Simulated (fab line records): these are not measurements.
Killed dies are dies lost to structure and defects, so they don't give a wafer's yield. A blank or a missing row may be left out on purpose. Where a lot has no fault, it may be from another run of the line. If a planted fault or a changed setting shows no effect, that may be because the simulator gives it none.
Struck lot and sound lot, side by side	flow n5Finfet	14 steps out of a route of 1938
Sound: these wafers, L561.2, L561.5, L561.6. Wafers L556.1, L556.3, L556.4 were the ones struck. The cause is given at the end.
Each step with rows lists, per side, the tool, then ch with its chambers, then its first start. Under that, the readings that differ: sound wafers	struck wafers	difference of the means	sigmas: that difference in standard deviations of wafers without a fault.
alike: words and numbers the same on both sides, and readings whose means are apart by under 2 such deviations; not compared: readings that were withheld, readings missing a value for some wafer, numbers with overlapping values and no deviation given by the record, and bounds like >300 which may hide the same value.
Wherever a step has rows on one side only, a row that says differs or no value, or a row with sigmas, the two part there. When numbers do not overlap yet have no deviation, they are printed without sigmas and do not part them. A reading that every wafer of one side lacks parts them only if that side has two wafers or more.

N5_MOL_CONTACT_COAG_CMP_28: polishes, stops on SiNx, t overpolish 0.85 s, target thk 14.522 nm.
  sound on cmp-04 ch 0,1,3, day 7 08:22; struck on cmp-01 ch 0,2,3, day 5 23:26
  alike: motorCurrentA, timeToEndpointS
N5_MOL_CONTACT_COAG_THK_MEAS_29:
  struck on filmMetro-02, day 5 23:42; sound on filmMetro-01, day 7 08:35
  alike: MD_CAP_THK
N5_MOL_CONTACT_COAG_ALD_123: deposits SiNx, target thk 5 nm, pulse time 1 s, purge time 2 s.
  sound on aldSin-03 ch 0,3, day 7 08:37; struck on aldSin-02 ch 0,2,3, day 5 23:44
reading	sound	struck	difference	sigmas
heaterPowerW (W)	1090 875 1048	836 683 732	-254	-2
  alike: precursorPulseHeightRel
then, 9 steps without rows for these wafers: N5_MOL_CONTACT_COAG_PECVD_31 (deposits SiO2 from TEOS/O2, target thk 46 nm, time 8.9 s); N5_MOL_CONTACT_COAG_COAT_75 (time 60 s, resist thk 60 nm); N5_MOL_CONTACT_COAG_COAT_76 (time 60 s, resist thk 10 nm); N5_MOL_CONTACT_COAG_COAT_77 (time 60 s, resist thk 10 nm); N5_MOL_CONTACT_COAG_COAT_78 (resist thk 40 nm); N5_MOL_CONTACT_COAG_EBR_80; N5_MOL_CONTACT_COAG_SOFTBAKE_79 (time 60 s); N5_MOL_CONTACT_COAG_EXPOSE_81 (exposes mask VG, defocus 0 nm); N5_MOL_CONTACT_COAG_PEB_82 (peb time 60 s).
N5_MOL_CONTACT_COAG_DEVELOP_83: develop time 30 s.
  struck on lithoTrack-02, day 6 00:40; sound on lithoTrack-01 ch 0, day 7 09:25
  no value came back on the struck wafers for chillPlateTempC (C), developTimeS (s); on the sound wafers chillPlateTempC (C) reads 23.13 22.91 23.11
reading	sound	struck	difference	sigmas
model.CAR-EUV_of_MOL_CONTACT_COAG_COAT_78.thkNm (nm)	39.6 39.6 39.6	40 40 39.8	+0	
N5_MOL_CONTACT_COAG_CD_MEAS_84 targets a cd of 25.1 nm.
  sound on cdSem-02 ch 0, day 7 09:28; struck on cdSem-03 ch 0, day 6 00:43
reading	sound	struck	difference	sigmas
cdNm (nm)	24.95 24.49 25.13	- - -	no value on the struck wafers	

WHERE THEY PART
At N5_MOL_CONTACT_COAG_ALD_123 first; at N5_MOL_CONTACT_COAG_CD_MEAS_84 last (within this record only).

WHY: what the simulator had put in
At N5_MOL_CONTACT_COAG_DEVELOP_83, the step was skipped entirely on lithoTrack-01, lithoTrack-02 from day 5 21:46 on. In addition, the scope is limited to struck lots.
